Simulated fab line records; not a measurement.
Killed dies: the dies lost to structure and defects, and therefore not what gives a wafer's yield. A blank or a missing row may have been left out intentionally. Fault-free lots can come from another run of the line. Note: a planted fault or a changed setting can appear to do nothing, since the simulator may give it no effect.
Struck lot and sound lot, side by side | flow nand harc | 40 out of 1302 route steps
Sound: these wafers, L622.2, L622.3, L622.4. The struck wafers were L633.1, L633.5, L633.6. The cause is given at the end.
Each step with rows lists, per side, the tool, then ch with its chambers, then its first start. Under that, the readings that differ: sound wafers | struck wafers | difference of the means | sigmas: that difference in standard deviations of wafers without a fault.
alike: words and numbers the same on both sides, and readings whose means are apart by under 2 such deviations; not compared: readings that were withheld, readings missing a value for some wafer, numbers with overlapping values and no deviation given by the record, and bounds like >300 which may hide the same value.
A row with sigmas, a row that says differs or no value, or rows on one side alone: a step with any of these is where the two part. Numbers that don't overlap but have no deviation are shown without sigmas and don't part them. Lack of a reading on every wafer of one side parts them only where that side has two or more wafers.

first, 1 step without rows for these wafers: NHARC_P_M1_DEVELOP_08 (develop time 35 s).
NHARC_P_M1_CD_MEAS_09: target cd 130 nm.
  sound on cd sem-01 ch 0, day 8 12:44; struck on cd sem-02 ch 0, day 13 07:53
  alike: cd nm
NHARC_P_M1_OVL_MEAS_10: pitch 260 nm.
  struck on overlay-01, day 13 07:58; sound on overlay-02, day 8 12:50
  alike: overlay x nm, overlay y nm
NHARC_P_M1_INSPECT_11:
  struck on defect inspect-01, day 13 08:01; sound on defect inspect-01, day 8 12:52
  alike: raw defect count
then, 2 steps without rows for these wafers: NHARC_P_M1_DESCUM_14 (chemistry O2, time 3 s); NHARC_P_M1_ETCH_35 (etches the open film in N2/H2, target depth 40 nm, overetch 12 nm, time 43.94 s).
NHARC_P_M1_ETCH_15: etches the open film in C4F8/Ar, target depth 182.5 nm, time 91.2 s.
  sound on rie diel-03 ch 0,1,2; struck on rie diel-03 ch 0,3
  alike: bias w, oes product au, rf vpp V
  not compared: rf hours counter h
NHARC_P_M1_CD_MEAS_16:
  struck on cd sem-03, day 13 08:22; sound on cd sem-03, day 8 13:14
  alike: cd nm
then, 1 step without rows for these wafers: NHARC_P_M1_STRIP_18 (strips in N2/H2).
NHARC_P_M1_ETCH_28: etches the open film in CF4/N2, target depth 30 nm, time 72.99 s.
  sound on rie diel-09 ch 1,2,3; struck on rie diel-09 ch 1,2
  alike: bias w, drypump motor current A, oes product au, rf vpp V, showerhead plenum p Torr, throttle valve pct
  not compared: rf hours counter h
then, 1 step without rows for these wafers: NHARC_P_M1_STRIP_19 (strips in post etch residue remover, time 600 s).
NHARC_P_M1_DEGAS_29: time 60 s.
  struck on pvd sputter-02, day 13 09:06; sound on pvd sputter-02, day 8 13:57
  alike: heater power w
NHARC_P_M1_PRE_CLEAN_30: time 30 s.
  struck on pvd sputter-02, day 13 09:10; sound on pvd sputter-02, day 8 14:01
  alike: heater power w
then, 4 steps without rows for these wafers: NHARC_P_M1_PVD_20 (deposits TaN, target thk 5 nm, time 8.06 s); NHARC_P_M1_PVD_21 (deposits Cu, target thk 30 nm, time 20.49 s); NHARC_P_M1_ECD_22 (material Cu, target thk 400 nm); NHARC_P_M1_ANNEAL_31 (time 90 s).
NHARC_P_M1_CMP_23: polishes, t overpolish 20 s, target thk 157.82 nm.
  sound on cmp-02 ch 1,2,3, day 8 15:01; struck on cmp-04 ch 2,3, day 13 10:10
  alike: motor current A, slurry flow ml min, time to endpoint s
NHARC_P_M1_THK_MEAS_24: measures by xrf.
  struck on film metro-01, day 13 10:29; sound on film metro-02, day 8 15:20
  alike: thk nm
then, 13 steps without rows for these wafers: NHARC_P_M1_SRD_25; NHARC_P_M1_PRE_CLEAN_32 (time 12 s); NHARC_P_M1_DEP_33 (deposits SiCN, target thk 30 nm); NHARC_P_M2_DEP_00 (deposits SiOC, target thk 182.5 nm); NHARC_P_M2_DEHYDRATE_01 (time 120 s); NHARC_P_M2_HMDS_02 (time 30 s); NHARC_P_M2_COAT_34 (time 65 s); NHARC_P_M2_COAT_03 (resist thk 90 nm); NHARC_P_M2_SOFTBAKE_04 (time 55 s); NHARC_P_M2_EBR_05; NHARC_P_M2_EXPOSE_06 (exposes mask P M2, target cd 170 nm); NHARC_P_M2_PEB_07 (peb time 65 s); NHARC_P_M2_DEVELOP_08 (develop time 35 s).
NHARC_P_M2_CD_MEAS_09: target cd 170 nm.
  sound on cd sem-01 ch 0, day 8 16:53; struck on cd sem-03 ch 0, day 13 12:13
  alike: cd nm
NHARC_P_M2_OVL_MEAS_10: pitch 340 nm.
  struck on overlay-01, day 13 12:19; sound on overlay-02, day 8 16:58
  alike: overlay x nm, overlay y nm
then, 1 step without rows for these wafers: NHARC_P_M2_DESCUM_14 (chemistry O2, time 3 s).
NHARC_P_M2_ETCH_35: etches the open film in N2/H2, target depth 40 nm, overetch 12 nm, time 43.94 s.
  sound on rie diel-13 ch 0,1,2, day 8 17:09; struck on rie diel-12 ch 0,3, day 13 12:30
  alike: bias w, drypump motor current A, oes product au, rf vpp V, showerhead plenum p Torr, throttle valve pct
  not compared: rf hours counter h
then, 1 step without rows for these wafers: NHARC_P_M2_ETCH_15 (etches the open film in C4F8/Ar, target depth 182.5 nm, time 91.2 s).
NHARC_P_M2_CD_MEAS_16:
  struck on cd sem-01, day 13 12:43; sound on cd sem-03, day 8 17:22
  alike: cd nm
then, 1 step without rows for these wafers: NHARC_P_M2_STRIP_18 (strips in N2/H2).
-- break in the record here, with 17 days between the starts of the struck wafers on either side (left off in module P_M2, picked up again in module END, where the first step shown is number 1302 on the route) --
NHARC_END_SORT_01:
  sound on prober-02 ch 0, day 26 05:49; struck on prober-01 ch 0, day 30 22:35
  reading                  | sound          | struck         | difference | sigmas
  defect limited yield (%) | 95.1 95.1 95.9 | 85.4 82.7 84.5 | -11.2      | -4
  killed at array          | 30 27 22       | 85 94 96       | +65        | +3
  killed at periphery      | 3 6 6          | 13 22 7        | +9         | +3
  killed dies              | 33 33 28       | 99 117 105     | +76        | +4
  alike: killed at other, killed open, killed short

== WHERE THEY PART ==
At NHARC_END_SORT_01 and nowhere else, as far as this record goes.

WHY: the cause the simulator had injected
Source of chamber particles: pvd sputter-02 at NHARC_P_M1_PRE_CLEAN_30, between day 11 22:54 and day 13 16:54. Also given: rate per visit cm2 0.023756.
